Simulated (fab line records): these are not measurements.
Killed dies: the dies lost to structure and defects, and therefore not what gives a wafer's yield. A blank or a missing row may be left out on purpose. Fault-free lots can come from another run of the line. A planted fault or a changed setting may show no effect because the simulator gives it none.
A struck lot beside a sound one | flow n5_finfet | 16 steps out of a route of 1938
Sound: these wafers, L727.1, L727.5, L727.6. Wafers struck: L724.1, L724.3, L724.4. The cause is given at the end.
Each step with rows lists, per side, the tool, then ch with its chambers, then its first start. Under that, the readings that differ: sound wafers | struck wafers | difference of the means | sigmas: that difference in standard deviations of wafers without a fault.
alike: same words and numbers on both sides, and readings whose means sit less than 2 such deviations apart. not compared: any withheld reading, any reading some wafer has no value for, any bound like >300 that may hide the same value, and any number with overlapping values for which the record gives no deviation.
Wherever a step has rows on one side only, a row that says differs or no value, or a row with sigmas, the two part there. Non-overlapping numbers with no deviation appear without sigmas and do not part them. A reading missing from all wafers of one side parts the sides only when that side holds two or more wafers.

N5_BEOL_M1_SPUTTER_90: material Cu, target thk 4.5 nm, time 8.29 s.
  struck on pvd_sputter-03, day 7 19:39; sound on pvd_sputter-03, day 7 22:47
  alike: throttle_valve_pct
then, 2 steps without rows for these wafers: N5_BEOL_M1_ANNEAL_91 (time 240 s); N5_BEOL_M1_SPUTTER_92 (material Cu, target thk 4.5 nm, time 8.29 s).
N5_BEOL_M1_ANNEAL_93: time 240 s.
  struck on pvd_sputter-03, day 7 19:57; sound on pvd_sputter-03, day 7 23:05
  alike: heater_power_w
then, 1 step without rows for these wafers: N5_BEOL_M1_SPUTTER_94 (material Cu, target thk 4.5 nm, time 8.29 s).
N5_BEOL_M1_ANNEAL_95: time 240 s.
  struck on pvd_sputter-03, day 7 20:10; sound on pvd_sputter-03, day 7 23:19
  alike: heater_power_w
N5_BEOL_M1_SPUTTER_96: material Cu, target thk 4.5 nm, time 8.29 s.
  struck on pvd_sputter-03, day 7 20:19; sound on pvd_sputter-03, day 7 23:27
  alike: throttle_valve_pct
then, 1 step without rows for these wafers: N5_BEOL_M1_ECD_50 (material Cu, target thk 300 nm).
N5_BEOL_M1_ANNEAL_51: time 90 s.
  sound on rtp_anneal-01 ch 0, day 7 23:51; struck on rtp_anneal-01 ch 0, day 7 20:30
  alike: wafer_temp_C_max
then, 1 step without rows for these wafers: N5_BEOL_M1_CMP_52 (polishes, stops on SiOC, t overpolish 6.8 s, target thk 40 nm).
N5_BEOL_M1_THK_MEAS_53: measures by xrf.
  struck on film_metro-01, day 7 21:06; sound on film_metro-01, day 8 00:26
  reading     | sound          | struck         | difference | sigmas
  M1_THK (nm) | 43.3 43.4 44.3 | 38.3 36.1 37.1 | -6.5       | -3
then, 1 step without rows for these wafers: N5_BEOL_M1_PRE_CLEAN_60 (time 15 s).
N5_BEOL_M1_CO_CAP_55: material Co, precursor CCTBA/H2, target thk 2 nm, time 102.1 s.
  sound on cvd_co-01 ch 0,2, day 8 00:31; struck on cvd_co-02 ch 0,2, day 7 21:10
  no value came back on the struck wafers for chamber_pressure_Torr (Torr), heater_power_outer_w (W), heater_power_w (W); on the sound wafers chamber_pressure_Torr (Torr) reads 29.96 30.00 30.02
then, 1 step without rows for these wafers: N5_BEOL_M1_PRE_CLEAN_56 (time 15 s).
-- a jump in the record: the struck wafers' starts before and after are 3 days apart (it breaks off in module BEOL_M1 and resumes in module BEOL_M4, where the first step shown is number 1111 of the route) --
N5_BEOL_M4_RC_MEAS_101:
  sound on prober-02 ch 0, day 10 15:51; struck on prober-01 ch 0, day 10 13:54
  reading        | sound             | struck            | difference | sigmas
  DIBL_P (mV/V)  | 39.4 38.4 38.6    | 34.6 36.7 33.5    | -3.9       | -2
  IOFF_N (nA/um) | 0.212 0.186 0.184 | 0.123 0.153 0.119 | -0.062     | -2
  IOFF_P (nA/um) | 0.32 0.29 0.29    | 0.17 0.21 0.17    | -0.12      | -4
  ION_P (uA/um)  | 490 479 472       | 454 465 453       | -23        | -3
  SS_N (mV/dec)  | 72.3 72.3 72.3    | 71.0 70.5 71.1    | -1.4       | -2
  VT_P (mV)      | -241 -243 -243    | -253 -252 -255    | -11        | -3
  alike: DIBL_N, ION_N, SS_P, VT_N
then, 1 step without rows for these wafers: N5_PASSIVATION_PROBE_49.

== WHERE THEY PART ==
Last at N5_BEOL_M4_RC_MEAS_101 as far as this record goes, first at N5_BEOL_M1_THK_MEAS_53.

WHY: what had been put in by the simulator
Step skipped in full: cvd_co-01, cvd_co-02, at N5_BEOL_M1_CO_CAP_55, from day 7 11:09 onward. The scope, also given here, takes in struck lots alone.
